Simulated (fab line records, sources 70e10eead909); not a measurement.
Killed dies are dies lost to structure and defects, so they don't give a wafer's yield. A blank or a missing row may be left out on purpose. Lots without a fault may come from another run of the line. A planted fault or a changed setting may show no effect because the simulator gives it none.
fab line records | flow nand_harc
record lots=5 wafers=15 last_day=32
route steps=1302 shown P_CONTACT@217 END@1302
lots that met no fault: from a run of the same line without faults
start_h: hours from the record's first day to the start of the lot's first wafer shown | wait_h: hours since the lot's step before | " the same as in the row above | L1.1+2: a row that stands for several wafers | - no value, or no start given | * or withheld: withheld | < > ~ a bound
route shown NAME@n: a module of which the file shows steps, and the number in the route of the first | usual: mean/standard deviation of fault-free wafers | same: alike in all rows | chamber/n: place in a boat | sites: the reading at each site | _std_site: their standard deviation | _edge_site: outer sites' mean less inner sites' | radius_mm: how far each site lies from the wafer's centre | mask NAME#n: copy n | behind: the tool/chamber that last shaped the wafer | hold: why the lot was held/for how many hours/how that ended | device: the transistor (n, p or np) that didn't switch | end of line: the same wafers' tests at the end of the route | a step without rows: its recipe alone | killed: dies lost to structure and defects at the first sort, not the wafer's yield | map: a wafer's dies, x killed, . not, _ none there
set.NAME: the setting as run; set.NAME@STEP: as run at that earlier step | model.NAME: the simulator's own value behind a step, which no gauge read
lots at some steps of the route; a table a step, a row a wafer
services: from which hour (start_h, from the record's first day; less than 0 if before it) a tool's chamber was out of use, for how many hours, and why
## steps
# step NHARC_P_CONTACT_DEP_30
# recipe target_thk_a=300 temp_c=400 target_thk_nm=30 flow_sccm=200 rf_w=450 material=SiNx
# usual heater_power_outer_w=421/58 heater_power_w=695/76
# columns lot.wafer tool chamber start_h wait_h heater_power_outer_w heater_power_w
L483.2 pecvd-03 2 162.64 0.1 465 732
L483.1 " 1 " " 310 559
L483.4 " 0 " " 457 720
L489.5 pecvd-03 2 225.77 0.2 536 789
L489.6 " 0 " " 416 677
L489.4 " 1 " " 346 632
L488.1 pecvd-03 0 227.61 0.1 389 644
L488.2 " 2 " " 457 726
L488.6 " 2 " " 463 694
L496.5 pecvd-03 2 293.22 0.2 510 784
L496.4 " 0 " " 442 690
L496.6 " 1 " " 385 668
L498.1 pecvd-04 0 317.47 0.1 468 788
L498.3 " 1 " " 379 575
L498.4 " 0 " " 468 809
# step NHARC_P_CONTACT_DEP_00
# recipe target_thk_a=5000 temp_c=400 pressure_torr=6.5 rf_w=900 teos_flow_sccm=161.4 flow_sccm=2650 target_thk_nm=500 gas=O2 material=SiO2
# usual heater_power_outer_w=298/56 heater_power_w=530/75 throttle_valve_pct=16.0/0.44
# columns lot.wafer tool chamber start_h wait_h heater_power_outer_w heater_power_w throttle_valve_pct
L483.2 pecvd-03 2 - - 376 613 16.2
L483.1 " 1 " " 239 468 16.7
L483.4 " 0 " " 319 526 15.8
L489.5 pecvd-03 2 - - 333 534 15.7
L489.6 " 0 " " 289 508 15.2
L489.4 " 1 " " 236 474 16.3
L488.1 pecvd-03 0 - - 238 444 15.5
L488.2 " 2 " " 406 614 15.2
L488.6 " 2 " " 300 475 15.5
L496.5 pecvd-03 2 - - 342 541 15.7
L496.4 " 0 " " 286 479 15.5
L496.6 " 1 " " 232 451 16.6
L498.1 pecvd-04 0 - - 341 640 15.7
L498.3 " 1 " " 311 523 15.5
L498.4 " 0 " " 364 655 16.2
# step NHARC_P_CONTACT_CMP_01
# recipe target_thk_nm=200 material=SiO2
# usual motor_current_A=12.2/1.1
# columns lot.wafer tool chamber start_h wait_h motor_current_A
L483.1 cmp-04 3 163.36 - 11.4
L483.4 " 0 " " 12.1
L483.2 " 1 " " 13.8
L489.4 cmp-03 3 226.39 - 12.0
L489.5 " 2 " " 11.6
L489.6 " 3 " " 12.4
L488.1 cmp-03 0 228.37 - 11.8
L488.2 " 1 " " 12.0
L488.6 " 2 " " 11.1
L496.4 cmp-03 1 293.82 - 12.6
L496.5 " 1 " " 12.3
L496.6 " 2 " " 12.0
L498.4 cmp-03 1 318.14 - 12.5
L498.1 " 2 " " 11.2
L498.3 " 3 " " 11.8
# step NHARC_P_CONTACT_SRD_03
# step NHARC_P_CONTACT_DEHYDRATE_04
# recipe temp_c=150 time_s=120
# step NHARC_P_CONTACT_HMDS_05
# recipe time_s=30
# step NHARC_P_CONTACT_COAT_33
# recipe temp_c=260 time_s=75
# step NHARC_P_CONTACT_COAT_34
# recipe temp_c=225 time_s=65
# step NHARC_P_CONTACT_COAT_06
# recipe spin_rpm=1500 resist_thk_nm=90
# step NHARC_P_CONTACT_SOFTBAKE_07
# recipe temp_c=105 time_s=55
# step NHARC_P_CONTACT_EBR_08
# step NHARC_P_CONTACT_EXPOSE_09
# recipe na=1.35 target_cd_nm=90 dose_mj=81.26 mask_id=P_CA
# columns lot.wafer tool chamber start_h wait_h mask
L483.1+2+4 arfi_scanner-03 0 164.05 - P_CA#0
L489.4+5+6 arfi_scanner-01 0 227.06 - P_CA#0
L488.1+2+6 arfi_scanner-03 0 229.01 - P_CA_R1#0
L496.4+5+6 arfi_scanner-01 0 294.52 - P_CA#0
L498.1+3+4 arfi_scanner-03 0 318.83 - P_CA#0
# step NHARC_P_CONTACT_PEB_10
# recipe peb_temp_c=100 peb_time_s=65
# step NHARC_P_CONTACT_DEVELOP_11
# recipe develop_time_s=35 dev_temp_c=23
# step NHARC_P_CONTACT_CD_MEAS_12
# recipe target_cd_nm=90 landing_energy_ev=500
# usual cd_nm=89.9/0.6
# columns lot.wafer tool chamber start_h wait_h cd_nm
L483.1 cd_sem-02 0 164.19 - 90.3
L483.2 " 0 " " 89.3
L483.4 " 0 " " 89.7
L489.4 cd_sem-02 0 227.20 - 89.8
L489.5 " 0 " " 90.0
L489.6 " 0 " " 89.3
L488.1 cd_sem-01 0 229.15 - 66.1
L488.2 " 0 " " 65.5
L488.6 " 0 " " 65.8
L496.4 cd_sem-02 0 294.65 - 89.9
L496.5 " 0 " " 89.1
L496.6 " 0 " " 89.8
L498.1 cd_sem-03 0 318.97 - 89.4
L498.3 " 0 " " 88.9
L498.4 " 0 " " 89.1
# step NHARC_P_CONTACT_OVL_MEAS_13
# usual overlay_x_nm=0.0/0.87 overlay_y_nm=0.0/0.77
# columns lot.wafer tool chamber start_h wait_h overlay_x_nm overlay_y_nm
L483.1 overlay-02 - 164.28 - -0.1 0.2
L483.2 " - " " -1.2 0.3
L483.4 " - " " -1.0 0.3
L489.4 overlay-01 - 227.28 - 1.5 -0.5
L489.5 " - " " 1.7 -0.6
L489.6 " - " " 1.2 -0.5
L488.1 overlay-01 - 229.24 - 0.3 0.4
L488.2 " - " " -0.1 0.0
L488.6 " - " " 0.2 0.0
L496.4 overlay-02 - 294.73 - 0.1 -0.1
L496.5 " - " " -0.2 -0.2
L496.6 " - " " -0.6 -0.2
L498.1 overlay-02 - 319.05 - -0.5 0.7
L498.3 " - " " -0.3 0.5
L498.4 " - " " -0.4 0.7
# step NHARC_P_CONTACT_INSPECT_14
# usual raw_defect_count=3.5/2.4
# columns lot.wafer tool chamber start_h wait_h raw_defect_count
L483.1 defect_inspect-01 - 164.31 0.0 4
L483.2 " - " " 11
L483.4 " - " " 8
L489.4 defect_inspect-02 - 227.32 0.0 3
L489.5 " - " " 3
L489.6 " - " " 5
L488.1 defect_inspect-01 - 229.27 0.0 2
L488.2 " - " " 0
L488.6 " - " " 6
L496.4 defect_inspect-02 - 294.77 0.0 3
L496.5 " - " " 1
L496.6 " - " " 4
L498.1 defect_inspect-01 - 319.09 0.0 9
L498.3 " - " " 5
L498.4 " - " " 4
# step NHARC_P_CONTACT_DESCUM_17
# recipe time_s=3 o2_flow_sccm=200 ar_flow_sccm=0 bias_power_w=0 chemistry=O2
# usual drypump_motor_current_A=5.6/0.42 oes_product_au=1.001/0.01 rf_vpp_V=57.8/1 showerhead_plenum_p_Torr=1.93/0.072 throttle_valve_pct=11.311/0.0094
# columns lot.wafer tool chamber start_h wait_h drypump_motor_current_A oes_product_au rf_hours_counter_h rf_vpp_V showerhead_plenum_p_Torr throttle_valve_pct model.P_CONTACT.cd_nm
L483.4 rie_diel-04 0 164.37 0.1 6.0 1.000 9.5 58.6 1.97 11.298 89.45
L483.1 " 1 " " 5.5 1.006 9.6 56.8 1.97 11.315 89.12
L483.2 " 2 " " 6.3 1.008 9.3 57.3 1.91 11.320 88.33
L489.4 rie_diel-05 0 227.38 0.1 5.0 0.994 3.5 58.3 1.95 11.310 89.28
L489.6 " 0 " " 4.9 0.997 - 57.7 1.95 11.308 88.84
L489.5 " 1 " " 6.1 1.009 - 58.5 1.88 11.303 90.2
L488.2 rie_diel-05 2 229.34 0.1 5.3 1.000 4.5 57.1 1.82 11.308 65.86
L488.1 " 0 " " 5.0 1.000 3.8 56.4 1.95 11.310 65.12
L488.6 " 2 " " 5.3 1.004 - 55.8 1.82 11.310 66.11
L496.4 rie_diel-12 2 294.85 0.1 5.3 1.004 0.5 56.7 1.82 11.319 89.83
L496.5 " 0 " " 5.8 0.992 - 57.1 1.87 11.300 89.27
L496.6 " 1 " " 5.3 1.001 - 58.1 1.90 11.308 89.58
L498.1 rie_diel-12 0 319.15 0.1 5.8 0.993 1.4 57.8 1.86 11.306 88.83
L498.3 " 1 " " 5.3 1.009 1.4 57.3 1.90 11.320 88.47
L498.4 " 2 " " 5.2 1.007 1.7 56.9 1.82 11.311 89.49
# step NHARC_P_CONTACT_ETCH_35
# recipe target_depth_a=390 over_etch_frac=0.3 time_s=65 ion_energy_ev=80 cf4_flow_sccm=150 ar_flow_sccm=0 rf_w=300 bias_w=100 chemistry=CF4
# usual cf4_flow_sccm=150.1/0.48 drypump_motor_current_A=5.7/0.41 oes_product_au=1.001/0.011 rf_vpp_V=151.3/1.1 showerhead_plenum_p_Torr=1.78/0.065 throttle_valve_pct=13.283/0.0086
# columns lot.wafer tool chamber start_h wait_h cf4_flow_sccm drypump_motor_current_A oes_product_au rf_hours_counter_h rf_vpp_V showerhead_plenum_p_Torr throttle_valve_pct
L483.4 rie_diel-04 3 164.46 0.1 149.5 5.3 1.006 9.2 151.9 1.87 13.281
L483.2 " 0 " " 150.6 6.0 0.990 9.5 152.3 1.82 13.288
L483.1 " 1 " " 149.5 5.5 1.014 9.6 151.0 1.82 13.277
L489.4 rie_diel-05 2 227.48 0.1 149.5 5.2 1.008 4.2 148.2 1.69 13.280
L489.5 " 3 " " 150.1 6.2 1.008 - 154.0 1.90 13.286
L489.6 " 0 " " 151.2 5.0 0.992 - 152.3 1.80 13.283
L488.1 rie_diel-05 1 229.42 0.1 149.6 6.1 1.015 4.2 149.9 1.74 13.275
L488.2 " 2 " " 149.5 5.3 1.006 4.6 149.0 1.69 13.283
L488.6 " 2 " " 150.1 5.2 1.002 - 151.0 1.69 13.283
L496.4 rie_diel-12 2 294.93 0.1 149.8 5.3 1.007 0.5 149.9 1.69 13.287
L496.5 " 3 " " 149.8 5.8 1.003 - 150.3 1.85 13.287
L496.6 " 0 " " 150.3 5.8 0.989 - 149.8 1.73 13.283
L498.3 rie_diel-12 0 319.24 0.1 150.0 5.9 0.998 1.4 151.0 1.73 13.277
L498.1 " 1 " " 150.4 5.3 1.017 1.4 150.4 1.76 13.270
L498.4 " 2 " " 149.8 5.3 1.013 1.7 150.2 1.69 13.281
# step NHARC_P_CONTACT_ETCH_36
# recipe target_depth_a=2600 over_etch_frac=0.25 time_s=406.25 ion_energy_ev=200 n2_flow_sccm=150 h2_flow_sccm=150 ar_flow_sccm=0 rf_w=400 bias_w=150 chemistry=N2/H2
# step NHARC_P_CONTACT_ETCH_18
# recipe target_depth_a=4810 time_s=240.5 c4f8_flow_sccm=20 o2_flow_sccm=10 ar_flow_sccm=withheld rf_w=600 bias_w=1500 chemistry=C4F8/O2/Ar
# usual oes_product_au=0.963/0.019 rf_vpp_V=979/5.3
# columns lot.wafer tool chamber start_h wait_h oes_product_au rf_hours_counter_h rf_vpp_V
L483.1 rie_diel-04 0 - - 0.951 9.8 982
L483.4 " 1 " " 0.967 9.8 982
L483.2 " 3 " " 0.977 9.5 987
L489.4 rie_diel-05 3 - - 0.979 4.0 987
L489.6 " 0 " " 0.952 - 980
L489.5 " 1 " " 0.968 - 975
L488.2 rie_diel-04 2 229.84 - 0.996 1.6 976
L488.1 " 1 " " 1.002 1.8 982
L488.6 " 3 " " 0.990 - 986
L496.4 rie_diel-12 2 - - 0.983 0.7 971
L496.6 " 3 " " 0.991 - 984
L496.5 " 0 " " 0.973 - 974
L498.3 rie_diel-12 2 - - 0.989 2.0 971
L498.1 " 3 " " 0.990 2.0 985
L498.4 " 1 " " 0.971 1.6 977
# step NHARC_P_CONTACT_STRIP_37
# recipe c4f8_flow_sccm=withheld o2_flow_sccm=8 ar_flow_sccm=withheld bias_w=0 chemistry=C4F8/O2/Ar
# step NHARC_P_CONTACT_ETCH_31
# recipe target_depth_a=300 time_s=85.7 ion_energy_ev=120 over_etch_frac=1 ch3f_flow_sccm=50 o2_flow_sccm=30 ar_flow_sccm=200 rf_w=500 bias_w=100 chemistry=CH3F/O2
# usual drypump_motor_current_A=5.7/0.4 oes_product_au=0.980/0.014 rf_vpp_V=244.7/1.5 showerhead_plenum_p_Torr=2.48/0.092 throttle_valve_pct=20.662/0.0093
# columns lot.wafer tool chamber start_h wait_h drypump_motor_current_A oes_product_au rf_hours_counter_h rf_vpp_V showerhead_plenum_p_Torr throttle_valve_pct model.P_CONTACT.cd_nm
L483.1 rie_diel-04 3 - - 5.3 0.975 9.5 246.6 2.61 20.677 90.79
L483.4 " 0 " " 6.1 0.977 9.9 244.2 2.53 20.667 89.21
L483.2 " 1 " " 5.5 0.987 9.9 246.7 2.53 20.659 87.53
L489.4 rie_diel-05 3 - - 6.2 0.987 4.1 246.1 2.64 20.661 90.32
L489.6 " 0 " " 5.0 0.982 - 244.5 2.51 20.675 86.53
L489.5 " 1 " " 6.1 0.982 - 244.6 2.41 20.669 93.11
L488.1 rie_diel-12 3 230.13 - 5.8 0.977 3.7 245.5 2.57 20.659 64.9
L488.2 " 0 " " 5.9 0.999 3.6 245.2 2.40 20.665 67.2
L488.6 " 0 " " 5.8 0.997 - 242.6 2.40 20.651 66.79
L496.4 rie_diel-12 2 - - 5.2 0.984 0.8 242.7 2.34 20.667 87.94
L496.5 " 2 " " 5.3 0.985 - 241.6 2.34 20.661 88.25
L496.6 " 3 " " 5.8 0.988 - 246.1 2.57 20.661 87.44
L498.3 rie_diel-12 2 - - 5.3 0.995 2.1 243.9 2.34 20.677 87.7
L498.4 " 3 " " 5.8 1.001 2.1 246.4 2.57 20.676 87.35
L498.1 " 0 " " 5.8 0.965 1.6 242.9 2.40 20.665 86.86
# step NHARC_P_CONTACT_CD_MEAS_19
# usual cd_nm=89.4/1.6
# columns lot.wafer tool chamber start_h wait_h cd_nm
L483.1 cd_sem-01 - 165.24 - 91.0
L483.2 " - " " 87.7
L483.4 " - " " 89.3
L489.4 cd_sem-01 - 228.26 - 90.3
L489.5 " - " " 93.1
L489.6 " - " " 86.7
L488.1 cd_sem-02 - 230.26 - 64.9
L488.2 " - " " 67.3
L488.6 " - " " 67.0
L496.4 cd_sem-02 - 295.71 - 87.9
L496.5 " - " " 88.3
L496.6 " - " " 87.2
L498.1 cd_sem-01 - 320.02 - 86.6
L498.3 " - " " 87.8
L498.4 " - " " 87.5
# step NHARC_END_SORT_01
# recipe temp_c=25
# usual killed_at_array=63/17 killed_at_other=0.8/1.1 killed_at_periphery=3.5/3 killed_dies=67/17 killed_open=3.1/1.6 killed_short=2.6/1.4
# same gross_dies=677
# columns lot.wafer tool chamber start_h wait_h killed_at_array killed_at_other killed_at_periphery killed_dies killed_open killed_short
L488.1 prober-01 0 671.45 2.5 44 3 629 676 3 4
L488.2 prober-01 0 672.25 2.8 41 1 634 676 3 0
L488.6 prober-01 0 675.44 4.0 46 0 629 675 3 4
# killed by level:class
L488.1 P_CONTACT:area_expose=629 A_CHANNEL_HOLE_D2:chamber_film_flake=19 A_CHANNEL_HOLE_D1:chamber_film_flake=7 A_CHANNEL_FILL_D2:chamber_film_flake=4 A_CHANNEL_FILL_D1:chamber_film_flake=3 A_BLC:chamber_film_flake=2 THIN_TSV:chamber_film_flake=2 A_CHANNEL_FILL_D1:geometric_particle:short=1
L488.2 P_CONTACT:area_expose=634 A_CHANNEL_HOLE_D2:chamber_film_flake=24 A_CHANNEL_HOLE_D1:chamber_film_flake=7 A_CHANNEL_FILL_D2:chamber_film_flake=2 A_CONTACT:chamber_film_flake=2 A_ONON_D1:geometric_particle:open=1 A_WL_FILL:geometric_particle:open=1 A_M0:geometric_particle:open=1
L488.6 P_CONTACT:area_expose=624 A_CHANNEL_HOLE_D2:chamber_film_flake=24 A_CHANNEL_FILL_D1:chamber_film_flake=6 A_CHANNEL_HOLE_D1:chamber_film_flake=4 P_CONTACT:geometric_particle:open=2 A_WL_FILL:geometric_particle:short=2 P_ZERO_WELL:chamber_film_flake=2 A_SLIT:chamber_film_flake=2
# map L488.1 (x killed, . not)
____________x____________
_________xxxxxxx_________
_______xxxxxxxxxxx_______
______xxxxxxxxxxxxx______
_____xxxxxxxxxxxxxxx_____
____xxxxxxxxxxxxxxxxx____
____xxxxxxxxxxxxxxxxx____
___xxxxxxxxxxxxxxxxxxx___
___xxxxxxxxxxxxxxxxxxx___
__xxxxxxxxxxxxxxxxxxxxx__
__xxxxxxxxxxxxxxxxxxxxx__
_xxxxxxxxxxxxxxxxxxxxxxx_
_xxxxxxxxxxxxxxxxxxxxxxx_
_xxxxxxxxxxxxxxxxxxxxxxx_
_xxxxxxxxxxxxxxxxxxxxxxx_
_xxxxxxxxxxxxxxxxxxxxxxx_
xxxxxxxxxxxxxxxxxxxxxxxxx
xxxxxxxxxxxxxxxxxxxxxxxxx
xxxxxxxxxxxxxxx.xxxxxxxxx
xxxxxxxxxxxxxxxxxxxxxxxxx
xxxxxxxxxxxxxxxxxxxxxxxxx
_xxxxxxxxxxxxxxxxxxxxxxx_
_xxxxxxxxxxxxxxxxxxxxxxx_
_xxxxxxxxxxxxxxxxxxxxxxx_
_xxxxxxxxxxxxxxxxxxxxxxx_
_xxxxxxxxxxxxxxxxxxxxxxx_
__xxxxxxxxxxxxxxxxxxxxx__
__xxxxxxxxxxxxxxxxxxxxx__
___xxxxxxxxxxxxxxxxxxx___
___xxxxxxxxxxxxxxxxxxx___
____xxxxxxxxxxxxxxxxx____
____xxxxxxxxxxxxxxxxx____
_____xxxxxxxxxxxxxxx_____
______xxxxxxxxxxxxx______
_______xxxxxxxxxxx_______
_________xxxxxxx_________
____________x____________
# map L483.4 (x killed, . not)
____________.____________
_________......._________
_______..........._______
______....x....x...______
_____..............._____
____.................____
____.................____
___...................___
___.............xx....___
__....x........x.......__
__.....................__
_...........x.......x..._
_...x.......x......x...._
_......................._
_......................._
_.x....................._
........x................
..............x.x........
...................x.....
..............xx.........
x........................
_........x......xx......_
_..................x...._
_...............x......._
_...............xxx....._
_......................._
__..x...........x..x...__
__.....................__
___...................___
___...................___
____..........x......____
____.................____
_____..............._____
______........x....______
_______..........._______
_________......._________
____________x____________
## services
# columns tool chamber start_h hours kind
cmp-03 - 155.76 0.4 repair
pecvd-04 0 157.31 11.4 repair
cmp-03 - 162.01 4.0 pm
rie_diel-12 - 164.53 0.6 repair
rie_diel-12 1 166.11 5.9 repair
arfi_scanner-03 - 172.22 9.1 repair
rie_diel-04 - 177.90 9.0 pm
pecvd-03 - 185.00 13.0 pm
rie_diel-12 - 192.85 0.4 repair
arfi_scanner-03 - 196.00 4.0 pm
rie_diel-05 1 207.70 2.5 repair
rie_diel-12 1 211.64 2.7 repair
rie_diel-04 - 217.25 0.9 repair
rie_diel-05 - 229.69 9.0 pm
rie_diel-05 - 239.11 1.2 repair
rie_diel-12 - 239.77 0.6 repair
pecvd-03 - 256.79 0.4 repair
cmp-03 - 260.03 4.0 pm
rie_diel-12 - 268.40 9.0 pm
rie_diel-04 - 270.35 0.4 repair
rie_diel-05 3 275.40 5.8 repair
arfi_scanner-03 - 278.60 1.9 repair
arfi_scanner-03 - 280.92 0.4 repair
arfi_scanner-03 - 285.31 1.7 repair
## key
first_sign step=NHARC_P_CONTACT_EXPOSE_09 reading=mask direction=changed
effect step=NHARC_P_CONTACT_CD_MEAS_12 reading=cd_nm direction=down sigmas=40 usual=89.9 struck=65.8
effect step=NHARC_P_CONTACT_CD_MEAS_19 reading=cd_nm direction=down sigmas=14 usual=89.4 struck=66.4
effect step=NHARC_END_SORT_01 reading=killed_at_periphery direction=up sigmas=99+ usual=3.5 struck=630.7
model_effect step=NHARC_P_CONTACT_DESCUM_17 value=P_CONTACT.cd_nm without=89.1 struck=65.69
model_effect step=NHARC_P_CONTACT_ETCH_31 value=P_CONTACT.cd_nm without=89.71 struck=66.3
more_kills_born_at NHARC_P_CONTACT_EXPOSE_09@arfi_scanner-03=1887
met_at NHARC_P_CONTACT_EXPOSE_09
struck_wafers L488.1,L488.2,L488.6
later_rows_left_out L488.1,L488.2,L488.6
tester_left_out L488
onset_between 164.05 229.01
fault kind=wrong_mask tool=any chamber=- onset_h=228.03 steps=NHARC_P_CONTACT_EXPOSE_09 aux_copy=P_CA_R1#0 cd_offset_nm=-23.41 scope=struck_lots_only
# tester_left_out: of these lots the tester's yield and bins aren't shown, on N5 and GAA mostly nor the transistor test; their killed dies are dies lost to structure and defects alone, not to doping, threshold or leakage, so they don't give the yield
# later_rows_left_out: the simulator's readings of these wafers behind a module that went badly wrong aren't trusted and aren't shown, but for the sort
